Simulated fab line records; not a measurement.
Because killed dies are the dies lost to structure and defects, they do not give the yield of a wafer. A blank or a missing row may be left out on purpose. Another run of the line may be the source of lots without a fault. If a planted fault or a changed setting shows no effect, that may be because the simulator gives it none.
fab line records    flow nand_harc    part 1 of 2: steps 1 to 32 of 45
record lots=5  wafers=15  last_day=24
route steps=1159 shown A_ZERO_WELL@406 A_SOURCE_PLATE@413 A_ONON_D1@424 A_CHANNEL_HOLE_D1@450
lots that met no fault: from a run of the same line without faults
start_h: the number of hours between the record's first day and the start of the first shown wafer of the lot    wait_h: hours from the lot's prior step to this one    " the same as in the row above    L1.1+2: several wafers, shown together as one row    - no value, or no start was given    * or withheld: withheld    < > ~ a bound
route shown NAME@n: NAME is a module with steps in the file, n the number in the route of the first one    usual: mean/standard deviation taken from wafers without a fault    same: alike in all rows    chamber/n: place in a boat    sites: the reading at each site    _std_site: the standard deviation of these    _edge_site: outer sites' mean less inner sites'    radius_mm: for every site, how far away it sits from the centre of the wafer    mask NAME#n: copy n    behind: tool/chamber where the wafer was last shaped    hold: why the lot was held/for how many hours/how that ended    device: transistor that didn't switch, given as n, p or np    end of line: the tests these same wafers got at the end of their route    a step without rows: its recipe alone    killed: count of dies lost to structure and defects at first sort (not the wafer's yield)    map: dies across one wafer; x = killed, . = not, _ = none there
set.NAME: the setting the step ran with; set.NAME@STEP: the setting that earlier step ran with    model.NAME: the simulator's own value behind a step, which no gauge read
certain route steps with their lots: each step a table, each wafer a row
services: the hour from which a tool's chamber was out of use, counted from the record's first day as start_h (under 0 if before that day), plus the number of hours and why
## steps
# step NHARC_A_ZERO_WELL_STRIP_14
# recipe time_s=900  temp_c=130  chemistry=SPM
# usual bath_guard_temp_C=130.0/0.62
# same time_s=900
lot.wafer  tool          chamber  start_h  wait_h  bath_guard_temp_C
L075.2     wet_bench-05  7        129.46   -       130.1
L075.5     "             0        "        "       130.4
L075.1     "             3        "        "       128.9
L087.3     wet_bench-09  2        215.45   -       130.5
L087.5     "             3        "        "       129.1
L087.6     "             4        "        "       131.0
L089.6     wet_bench-09  1        226.23   -       130.2
L089.3     "             3        "        "       129.0
L089.1     "             4        "        "       131.5
L092.6     wet_bench-09  4        239.74   -       131.2
L092.2     "             5        "        "       130.4
L092.5     "             6        "        "       129.3
L096.5     wet_bench-09  0        257.75   -       130.1
L096.3     "             1        "        "       130.5
L096.2     "             2        "        "       130.3
# step NHARC_A_ZERO_WELL_IMPLANT_15
# recipe energy_kev=150  dose_cm2=1e+13  tilt_deg=7
# usual beam_energy_keV=150.01/0.047
lot.wafer  tool          chamber  start_h  wait_h  beam_energy_keV
L075.1     implanter-02  0        129.86   0.1     149.99
L075.2     "             0        "        "       149.93
L075.5     "             0        "        "       150.02
L087.3     implanter-02  0        215.92   0.1     149.95
L087.5     "             0        "        "       149.95
L087.6     "             0        "        "       150.08
L089.1     implanter-02  0        226.62   0.1     150.00
L089.3     "             0        "        "       149.96
L089.6     "             0        "        "       150.10
L092.2     implanter-01  0        240.14   0.1     150.00
L092.5     "             0        "        "       150.07
L092.6     "             0        "        "       149.97
L096.2     implanter-01  0        258.50   0.4     150.02
L096.3     "             0        "        "       149.98
L096.5     "             0        "        "       149.95
# step NHARC_A_ZERO_WELL_PRECLEAN_22
# recipe time_s=60  temp_c=50  bath_age_min=0  chemistry=SC1
# usual bath_guard_temp_C=49.9/0.6
# same time_s=60
lot.wafer  tool          chamber  start_h  wait_h  bath_guard_temp_C
L075.5     wet_bench-09  4        130.09   0.1     50.6
L075.2     "             5        "        "       50.1
L075.1     "             0        "        "       49.9
L087.3     wet_bench-03  4        216.08   0.1     49.5
L087.6     "             5        "        "       49.8
L087.5     "             7        "        "       49.9
L089.6     wet_bench-03  0        226.83   0.0     49.3
L089.1     "             3        "        "       50.2
L089.3     "             5        "        "       49.7
L092.2     wet_bench-03  0        240.33   0.2     49.3
L092.6     "             2        "        "       50.5
L092.5     "             4        "        "       49.5
L096.2     wet_bench-09  0        258.70   0.2     49.6
L096.3     "             1        "        "       50.0
L096.5     "             3        "        "       49.0
# step NHARC_A_ZERO_WELL_SRD_23
lot.wafer   tool          chamber  start_h  wait_h
L075.5+2+1  wet_bench-09  4,5,0    -        -
L087.3+6+5  wet_bench-03  4,5,7    -        -
L089.6+1+3  wet_bench-03  0,3,5    -        -
L092.2+6+5  wet_bench-03  0,2,4    -        -
L096.2+3+5  wet_bench-09  0,1,3    -        -
# step NHARC_A_ZERO_WELL_RTA_16
# recipe temp_c=1000  time_s=10
# usual lamp_power_pct=27.9/0.79  lamp_zone_3_pct=27.9/0.79  wafer_temp_C_max=1004.5/0.89
# same time_s=10
lot.wafer  tool           chamber  start_h  wait_h  lamp_power_pct  lamp_zone_3_pct  wafer_temp_C_max
L075.1     rtp_anneal-01  0        130.21   -       27.1            27.2             1003.2
L075.2     "              0        "        "       27.1            27.1             1003.7
L075.5     "              0        "        "       27.2            27.1             1005.5
L087.3     rtp_anneal-01  0        216.27   -       27.1            27.1             1003.8
L087.5     "              0        "        "       27.1            27.1             1004.2
L087.6     "              0        "        "       27.1            27.1             1004.4
L089.1     rtp_anneal-01  0        226.97   -       27.1            27.1             1003.0
L089.3     "              0        "        "       27.1            27.1             1004.4
L089.6     "              0        "        "       27.1            27.1             1005.2
L092.2     rtp_anneal-02  0        240.50   -       28.6            28.7             1006.9
L092.5     "              0        "        "       28.7            28.6             1004.8
L092.6     "              0        "        "       28.7            28.7             1006.5
L096.2     rtp_anneal-01  0        258.87   -       27.1            27.2             1004.4
L096.3     "              0        "        "       27.1            27.1             1002.1
L096.5     "              0        "        "       27.1            27.1             1006.6
# step NHARC_A_ZERO_WELL_INSPECT_17
# usual raw_defect_count=11/5.6
lot.wafer  tool               chamber  start_h  wait_h  raw_defect_count
L075.1     defect_inspect-01  -        130.41   0.2     19
L075.2     "                  -        "        "       10
L075.5     "                  -        "        "       24
L087.3     defect_inspect-02  -        216.41   0.1     9
L087.5     "                  -        "        "       5
L087.6     "                  -        "        "       4
L089.1     defect_inspect-02  -        227.17   0.2     12
L089.3     "                  -        "        "       11
L089.6     "                  -        "        "       13
L092.2     defect_inspect-01  -        240.67   0.1     3
L092.5     "                  -        "        "       8
L092.6     "                  -        "        "       10
L096.2     defect_inspect-01  -        259.04   0.1     12
L096.3     "                  -        "        "       9
L096.5     "                  -        "        "       4
# step NHARC_A_SOURCE_PLATE_PRECLEAN_00
# recipe time_s=60  chemistry=HF-LAST
# same time_s=60
lot.wafer   tool          chamber  start_h  wait_h
L075.5+1+2  wet_bench-01  5,6,0    130.47   0.1
L087.5+3+6  wet_bench-04  7,0,3    216.46   0.1
L089.1+6+3  wet_bench-04  3,5,7    227.22   0.1
L092.2+5+6  wet_bench-01  6,1,3    240.72   0.0
L096.2+3+5  wet_bench-01  6,7,0    259.10   0.1
# step NHARC_A_SOURCE_PLATE_SRD_01
lot.wafer   tool          chamber  start_h  wait_h
L075.5+1+2  wet_bench-01  5,6,0    -        -
L087.5+3+6  wet_bench-04  7,0,3    -        -
L089.1+6+3  wet_bench-04  3,5,7    -        -
L092.2+5+6  wet_bench-01  6,1,3    -        -
L096.2+3+5  wet_bench-01  6,7,0    -        -
# step NHARC_A_SOURCE_PLATE_OXIDE_02
# recipe target_thk_a=100  temp_c=900  ox_time_s=1362  material=SiO2
# usual zone_power_lower_pct=17.8/1.2
# same ox_time_s=1362
lot.wafer  tool        chamber  start_h  wait_h  zone_power_lower_pct
L075.1     furnace-04  0        132.30   -       18.3
L075.2     "           0        "        "       18.6
L075.5     "           0        "        "       18.5
L087.3     furnace-04  0        219.77   -       18.3
L087.5     "           0        "        "       18.7
L087.6     "           0        "        "       18.4
L089.1     furnace-04  0        230.53   -       18.8
L089.3     "           0        "        "       18.5
L089.6     "           0        "        "       18.2
L092.2     furnace-04  0        250.23   -       18.2
L092.5     "           0        "        "       18.3
L092.6     "           0        "        "       18.7
L096.2     furnace-04  0        261.16   -       18.2
L096.3     "           0        "        "       18.7
L096.5     "           0        "        "       18.9
# step NHARC_A_SOURCE_PLATE_THK_MEAS_09
# recipe thk_meas_gauge=ellipsometry
# usual thk_nm=9.8/0.95
lot.wafer  tool           chamber  start_h  wait_h  thk_nm
L075.1     film_metro-02  -        136.35   0.4     10.0
L075.2     "              -        "        "       8.1
L075.5     "              -        "        "       10.6
L087.3     film_metro-02  -        223.86   0.4     10.3
L087.5     "              -        "        "       8.8
L087.6     "              -        "        "       10.0
L089.1     film_metro-02  -        234.58   0.4     11.8
L089.3     "              -        "        "       10.7
L089.6     "              -        "        "       9.1
L092.2     film_metro-02  -        254.32   0.4     8.6
L092.5     "              -        "        "       9.2
L092.6     "              -        "        "       9.3
L096.2     film_metro-01  -        265.21   0.4     9.6
L096.3     "              -        "        "       8.4
L096.5     "              -        "        "       10.4
# step NHARC_A_SOURCE_PLATE_PVD_04
# recipe target_thk_a=500  material=WSi2
lot.wafer   tool            chamber  start_h  wait_h
L075.2+1+5  pvd_sputter-03  -        136.41   0.1
L087.3+6+5  pvd_sputter-01  -        224.03   0.2
L089.1+3+6  pvd_sputter-01  -        234.65   0.1
L092.2+6+5  pvd_sputter-02  -        254.43   0.1
L096.2+3+5  pvd_sputter-01  -        265.37   0.2
# step NHARC_A_SOURCE_PLATE_CVD_03
# recipe target_thk_a=2000  temp_c=620  pressure_mtorr=200  time_s=4000  material=poly-Si
# usual zone_power_lower_pct=8.61/0.29
# same time_s=4000
lot.wafer  tool           chamber  start_h  wait_h  zone_power_lower_pct
L075.1     lpcvd_poly-02  0        138.91   -       8.85
L075.2     "              0        "        "       8.71
L075.5     "              0        "        "       8.71
L087.3     lpcvd_poly-04  0        226.60   -       8.05
L087.5     "              0        "        "       8.14
L087.6     "              0        "        "       8.15
L089.1     lpcvd_poly-04  0        237.32   -       8.19
L089.3     "              0        "        "       7.89
L089.6     "              0        "        "       8.09
L092.2     lpcvd_poly-02  0        256.88   -       8.74
L092.5     "              0        "        "       8.71
L092.6     "              0        "        "       8.79
L096.2     lpcvd_poly-02  0        267.77   -       8.83
L096.3     "              0        "        "       8.70
L096.5     "              0        "        "       8.68
# step NHARC_A_SOURCE_PLATE_ANNEAL_05
# recipe temp_c=850  time_s=1800
# usual zone_power_lower_pct=15.7/1.2
# same time_s=1800
lot.wafer  tool        chamber  start_h  wait_h  zone_power_lower_pct
L075.1     furnace-04  0        145.51   3.5     16.4
L075.2     "           0        "        "       16.3
L075.5     "           0        "        "       16.3
L087.3     furnace-02  0        233.74   4.0     16.4
L087.5     "           0        "        "       16.9
L087.6     "           0        "        "       16.6
L089.1     furnace-04  0        246.58   6.2     16.4
L089.3     "           0        "        "       16.4
L089.6     "           0        "        "       16.3
L092.2     furnace-05  0        263.14   3.2     14.0
L092.5     "           0        "        "       14.1
L092.6     "           0        "        "       14.0
L096.2     furnace-04  0        276.16   5.3     16.2
L096.3     "           0        "        "       16.6
L096.5     "           0        "        "       16.3
# step NHARC_A_SOURCE_PLATE_THK_MEAS_06
# recipe thk_meas_gauge=ellipsometry
# usual thk_nm=199.7/2.2
lot.wafer  tool           chamber  start_h  wait_h  thk_nm
L075.1     film_metro-01  -        149.45   0.4     198.4
L075.2     "              -        "        "       198.5
L075.5     "              -        "        "       199.9
L087.3     film_metro-01  -        237.69   0.4     202.9
L087.5     "              -        "        "       200.0
L087.6     "              -        "        "       200.9
L089.1     film_metro-02  -        250.59   0.4     201.8
L089.3     "              -        "        "       201.1
L089.6     "              -        "        "       202.9
L092.2     film_metro-02  -        267.11   0.4     197.7
L092.5     "              -        "        "       198.8
L092.6     "              -        "        "       198.3
L096.2     film_metro-01  -        280.09   0.4     197.5
L096.3     "              -        "        "       198.5
L096.5     "              -        "        "       201.7
# step NHARC_A_SOURCE_PLATE_INSPECT_08
# usual raw_defect_count=64/26
lot.wafer  tool               chamber  start_h  wait_h  raw_defect_count
L075.1     defect_inspect-02  -        149.51   0.0     58
L075.2     "                  -        "        "       67
L075.5     "                  -        "        "       53
L087.3     defect_inspect-01  -        237.75   0.0     71
L087.5     "                  -        "        "       99
L087.6     "                  -        "        "       47
L089.1     defect_inspect-01  -        250.69   0.0     82
L089.3     "                  -        "        "       53
L089.6     "                  -        "        "       97
L092.2     defect_inspect-01  -        267.18   0.0     28
L092.5     "                  -        "        "       27
L092.6     "                  -        "        "       23
L096.2     defect_inspect-01  -        280.18   0.0     66
L096.3     "                  -        "        "       72
L096.5     "                  -        "        "       101
# step NHARC_A_ONON_D1_DEP_00
# recipe target_thk_a=10000  n2_flow_sccm=2750  n2o_flow_sccm=2000  nh3_flow_sccm=500  sih4_flow_sccm=210  temp_c=400
lot.wafer   tool           chamber  start_h  wait_h
L075.1+2+5  pecvd_onon-04  0        149.80   0.3
L087.3+5+6  pecvd_onon-03  0        237.93   0.2
L089.1+3+6  pecvd_onon-04  0        250.76   0.1
L092.2+5+6  pecvd_onon-04  0        267.30   0.1
L096.2+3+5  pecvd_onon-01  0        280.30   0.1
# step NHARC_A_ONON_D1_THK_MEAS_02
# recipe thk_meas_gauge=ellipsometry
# usual thk_nm=1003/8.4
lot.wafer  tool           chamber  start_h  wait_h  thk_nm
L075.1     film_metro-01  -        150.30   -       1003
L075.2     "              -        "        "       1001
L075.5     "              -        "        "       1002
L087.3     film_metro-01  -        238.34   -       1012
L087.5     "              -        "        "       1011
L087.6     "              -        "        "       1011
L089.1     film_metro-01  -        251.27   -       1005
L089.3     "              -        "        "       1003
L089.6     "              -        "        "       1005
L092.2     film_metro-01  -        267.75   -       995
L092.5     "              -        "        "       994
L092.6     "              -        "        "       993
L096.2     film_metro-02  -        280.76   -       1012
L096.3     "              -        "        "       1011
L096.5     "              -        "        "       1014
# step NHARC_A_ONON_D1_DEP_03
# recipe target_thk_a=10000  n2_flow_sccm=2750  n2o_flow_sccm=2000  nh3_flow_sccm=500  sih4_flow_sccm=210  temp_c=400
lot.wafer   tool           chamber  start_h  wait_h
L075.1+2+5  pecvd_onon-04  0        150.49   0.2
L087.3+5+6  pecvd_onon-01  0        238.63   0.3
L089.1+3+6  pecvd_onon-03  0        251.32   0.1
L092.2+5+6  pecvd_onon-01  0        267.86   0.1
L096.2+3+5  pecvd_onon-01  0        280.87   0.1
# step NHARC_A_ONON_D1_THK_MEAS_05
# recipe thk_meas_gauge=ellipsometry
# usual thk_nm=999/10
lot.wafer  tool           chamber  start_h  wait_h  thk_nm
L075.1     film_metro-01  -        151.00   -       996
L075.2     "              -        "        "       996
L075.5     "              -        "        "       997
L087.3     film_metro-01  -        239.02   -       1010
L087.5     "              -        "        "       1009
L087.6     "              -        "        "       1010
L089.1     film_metro-01  -        251.83   -       1003
L089.3     "              -        "        "       1005
L089.6     "              -        "        "       1005
L092.2     film_metro-02  -        268.32   -       996
L092.5     "              -        "        "       995
L092.6     "              -        "        "       995
L096.2     film_metro-02  -        281.33   -       989
L096.3     "              -        "        "       989
L096.5     "              -        "        "       987
# step NHARC_A_ONON_D1_DEP_06
# recipe target_thk_a=10000  n2_flow_sccm=2750  n2o_flow_sccm=2000  nh3_flow_sccm=500  sih4_flow_sccm=210  temp_c=400
lot.wafer   tool           chamber  start_h  wait_h
L075.1+2+5  pecvd_onon-04  0        151.06   0.1
L087.3+5+6  pecvd_onon-03  0        239.20   0.2
L089.1+3+6  pecvd_onon-01  0        251.89   0.1
L092.2+5+6  pecvd_onon-03  0        268.43   0.1
L096.2+3+5  pecvd_onon-01  0        281.44   0.1
# step NHARC_A_ONON_D1_THK_MEAS_08
# recipe thk_meas_gauge=ellipsometry
# usual thk_nm=1000/9.8
lot.wafer  tool           chamber  start_h  wait_h  thk_nm
L075.1     film_metro-01  -        151.57   -       1018
L075.2     "              -        "        "       1017
L075.5     "              -        "        "       1018
L087.3     film_metro-02  -        239.60   -       990
L087.5     "              -        "        "       990
L087.6     "              -        "        "       989
L089.1     film_metro-02  -        252.40   -       1006
L089.3     "              -        "        "       1006
L089.6     "              -        "        "       1008
L092.2     film_metro-02  -        268.88   -       996
L092.5     "              -        "        "       996
L092.6     "              -        "        "       995
L096.2     film_metro-02  -        281.89   -       988
L096.3     "              -        "        "       986
L096.5     "              -        "        "       989
# step NHARC_A_ONON_D1_DEP_09
# recipe target_thk_a=10000  n2_flow_sccm=2750  n2o_flow_sccm=2000  nh3_flow_sccm=500  sih4_flow_sccm=210  temp_c=400
lot.wafer   tool           chamber  start_h  wait_h
L075.1+2+5  pecvd_onon-04  0        151.63   0.1
L087.3+5+6  pecvd_onon-01  0        239.77   0.2
L089.1+3+6  pecvd_onon-04  0        252.46   0.1
L092.2+5+6  pecvd_onon-04  0        269.00   0.1
L096.2+3+5  pecvd_onon-01  0        282.01   0.1
# step NHARC_A_ONON_D1_THK_MEAS_11
# recipe thk_meas_gauge=ellipsometry
# usual thk_nm=998/8
lot.wafer  tool           chamber  start_h  wait_h  thk_nm
L075.1     film_metro-01  -        152.15   -       1012
L075.2     "              -        "        "       1009
L075.5     "              -        "        "       1011
L087.3     film_metro-01  -        240.17   -       1001
L087.5     "              -        "        "       1000
L087.6     "              -        "        "       1000
L089.1     film_metro-02  -        252.97   -       1002
L089.3     "              -        "        "       1005
L089.6     "              -        "        "       1001
L092.2     film_metro-01  -        269.45   -       1005
L092.5     "              -        "        "       1006
L092.6     "              -        "        "       1005
L096.2     film_metro-01  -        282.46   -       985
L096.3     "              -        "        "       985
L096.5     "              -        "        "       984
# step NHARC_A_ONON_D1_DEP_12
# recipe target_thk_a=10000  n2_flow_sccm=2750  n2o_flow_sccm=2000  nh3_flow_sccm=500  sih4_flow_sccm=210  temp_c=400
lot.wafer   tool           chamber  start_h  wait_h
L075.1+2+5  pecvd_onon-04  0        152.20   0.1
L087.3+5+6  pecvd_onon-03  0        240.35   0.2
L089.1+3+6  pecvd_onon-03  0        253.03   0.1
L092.2+5+6  pecvd_onon-01  0        269.57   0.1
L096.2+3+5  pecvd_onon-01  0        282.57   0.1
# step NHARC_A_ONON_D1_THK_MEAS_14
# recipe thk_meas_gauge=ellipsometry
# usual thk_nm=999/10
lot.wafer  tool           chamber  start_h  wait_h  thk_nm
L075.1     film_metro-02  -        152.74   -       989
L075.2     "              -        "        "       988
L075.5     "              -        "        "       987
L087.3     film_metro-01  -        240.75   -       1012
L087.5     "              -        "        "       1011
L087.6     "              -        "        "       1012
L089.1     film_metro-02  -        253.54   -       1003
L089.3     "              -        "        "       1003
L089.6     "              -        "        "       1002
L092.2     film_metro-01  -        270.05   -       994
L092.5     "              -        "        "       992
L092.6     "              -        "        "       996
L096.2     film_metro-02  -        283.03   -       1002
L096.3     "              -        "        "       1002
L096.5     "              -        "        "       1002
# step NHARC_A_ONON_D1_ANNEAL_15
# recipe temp_c=750  time_s=3600
# usual zone_power_lower_pct=14.7/1
# same time_s=3600
lot.wafer  tool        chamber  start_h  wait_h  zone_power_lower_pct
L075.1     furnace-07  0        157.59   4.9     15.1
L075.2     "           0        "        "       15.2
L075.5     "           0        "        "       14.9
L087.3     furnace-07  0        243.32   2.6     14.8
L087.5     "           0        "        "       14.9
L087.6     "           0        "        "       15.0
L089.1     furnace-07  0        256.26   2.7     14.9
L089.3     "           0        "        "       14.9
L089.6     "           0        "        "       15.1
L092.2     furnace-07  0        272.73   2.7     15.1
L092.5     "           0        "        "       14.9
L092.6     "           0        "        "       14.8
L096.2     furnace-07  0        285.71   2.7     14.9
L096.3     "           0        "        "       15.2
L096.5     "           0        "        "       15.0
# step NHARC_A_ONON_D1_DEP_16
# recipe target_thk_a=10000  n2_flow_sccm=2750  n2o_flow_sccm=2000  nh3_flow_sccm=500  sih4_flow_sccm=210  temp_c=400
lot.wafer   tool           chamber  start_h  wait_h
L075.1+2+5  pecvd_onon-01  0        161.51   0.1
L087.3+5+6  pecvd_onon-03  0        247.34   0.2
L089.1+3+6  pecvd_onon-01  0        260.10   0.1
L092.2+5+6  pecvd_onon-03  0        276.64   0.1
L096.2+3+5  pecvd_onon-01  0        289.66   0.1
# step NHARC_A_ONON_D1_THK_MEAS_18
# recipe thk_meas_gauge=ellipsometry
# usual thk_nm=998/10
lot.wafer  tool           chamber  start_h  wait_h  thk_nm
L075.1     film_metro-02  -        162.02   -       990
L075.2     "              -        "        "       991
L075.5     "              -        "        "       990
L087.3     film_metro-01  -        247.73   -       996
L087.5     "              -        "        "       996
L087.6     "              -        "        "       996
L089.1     film_metro-02  -        260.61   -       1002
L089.3     "              -        "        "       1001
L089.6     "              -        "        "       1002
L092.2     film_metro-01  -        277.09   -       988
L092.5     "              -        "        "       988
L092.6     "              -        "        "       987
L096.2     film_metro-01  -        290.11   -       999
L096.3     "              -        "        "       1001
L096.5     "              -        "        "       999
# step NHARC_A_ONON_D1_DEP_19
# recipe target_thk_a=10000  n2_flow_sccm=2750  n2o_flow_sccm=2000  nh3_flow_sccm=500  sih4_flow_sccm=210  temp_c=400
lot.wafer   tool           chamber  start_h  wait_h
L075.1+2+5  pecvd_onon-04  0        162.07   0.1
L087.3+5+6  pecvd_onon-01  0        248.03   0.3
L089.1+3+6  pecvd_onon-01  0        260.67   0.1
L092.2+5+6  pecvd_onon-04  0        277.21   0.1
L096.2+3+5  pecvd_onon-01  0        290.22   0.1
# step NHARC_A_ONON_D1_THK_MEAS_21
# recipe thk_meas_gauge=ellipsometry
# usual thk_nm=999/9.1
lot.wafer  tool           chamber  start_h  wait_h  thk_nm
L075.1     film_metro-01  -        162.58   -       999
L075.2     "              -        "        "       998
L075.5     "              -        "        "       998
L087.3     film_metro-01  -        248.43   -       1012
L087.5     "              -        "        "       1011
L087.6     "              -        "        "       1010
L089.1     film_metro-01  -        261.18   -       999
L089.3     "              -        "        "       999
L089.6     "              -        "        "       998
L092.2     film_metro-02  -        277.66   -       1005
L092.5     "              -        "        "       1002
L092.6     "              -        "        "       1003
L096.2     film_metro-02  -        290.70   -       979
L096.3     "              -        "        "       980
L096.5     "              -        "        "       981
# step NHARC_A_ONON_D1_DEP_22
# recipe target_thk_a=10000  n2_flow_sccm=2750  n2o_flow_sccm=2000  nh3_flow_sccm=500  sih4_flow_sccm=210  temp_c=400
lot.wafer   tool           chamber  start_h  wait_h
L075.1+2+5  pecvd_onon-01  0        162.64   0.1
L087.3+5+6  pecvd_onon-03  0        248.60   0.2
L089.1+3+6  pecvd_onon-03  0        261.24   0.1
L092.2+5+6  pecvd_onon-01  0        277.78   0.1
L096.2+3+5  pecvd_onon-01  0        290.81   0.1
# step NHARC_A_ONON_D1_THK_MEAS_24
# recipe thk_meas_gauge=ellipsometry
# usual thk_nm=1000/9.5
lot.wafer  tool           chamber  start_h  wait_h  thk_nm
L075.1     film_metro-01  -        163.15   -       1003
L075.2     "              -        "        "       1002
L075.5     "              -        "        "       1003
L087.3     film_metro-02  -        249.00   -       974
L087.5     "              -        "        "       976
L087.6     "              -        "        "       976
L089.1     film_metro-02  -        261.75   -       988
L089.3     "              -        "        "       988
L089.6     "              -        "        "       987
L092.2     film_metro-02  -        278.23   -       1007
L092.5     "              -        "        "       1006
L092.6     "              -        "        "       1006
L096.2     film_metro-01  -        291.27   -       996
L096.3     "              -        "        "       998
L096.5     "              -        "        "       996
